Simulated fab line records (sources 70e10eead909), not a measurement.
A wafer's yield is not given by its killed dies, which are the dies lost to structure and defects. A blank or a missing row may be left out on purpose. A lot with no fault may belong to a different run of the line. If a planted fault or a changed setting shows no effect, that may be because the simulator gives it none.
Matching of chambers | flow nand-harc | 4 sister chambers for NHARC_A_STAIRCASE_DESCUM_186 on rie-diel-02
The step chemistry O2, time 3 s. 4 wafers are shown with their chamber, then 7 later ones without.

## WAFERS, EACH WITH ITS CHAMBER
wafer  | chamber | drypump-motor-current-A (A)
L082.5 | 0       | 5.7
L087.3 | 2       | 6.3
L093.2 | 3       | 5.8
L093.4 | 1       | 6.7

## WAFERS WHOSE CHAMBER IS MISSING
wafer  | drypump-motor-current-A (A)
L093.5 | 5.8
L094.1 | 5.8
L094.3 | 6.7
L094.5 | 6.7
L095.1 | 5.7
L095.2 | 5.9
L095.3 | 6.7

## THE CHAMBER EACH PASSED THROUGH
wafer  | from the rows above | in truth
L093.5 | 3                   | 3
L094.1 | 3                   | 3
L094.3 | 1                   | 1
L094.5 | 1                   | 1
L095.1 | 0                   | 0
L095.2 | 3                   | 3
L095.3 | 1                   | 1
Correct placement for 7 of the 7. Can't be placed from these rows: 0. 0 placed wrongly.
How it was worked out, from the rows above alone: a wafer's distance from a chamber is the root of the sum, over the readings, of the square of ((its reading less the chamber's mean) divided by the reading's scatter). The wafer belongs to the nearest chamber; if the next one is less than 2 further off, it can't be placed. A chamber's mean is the mean of its shown wafers. The scatter: with one shown wafer a chamber, the root of the mean of the squares of how far each hidden wafer lies from its nearest shown one.
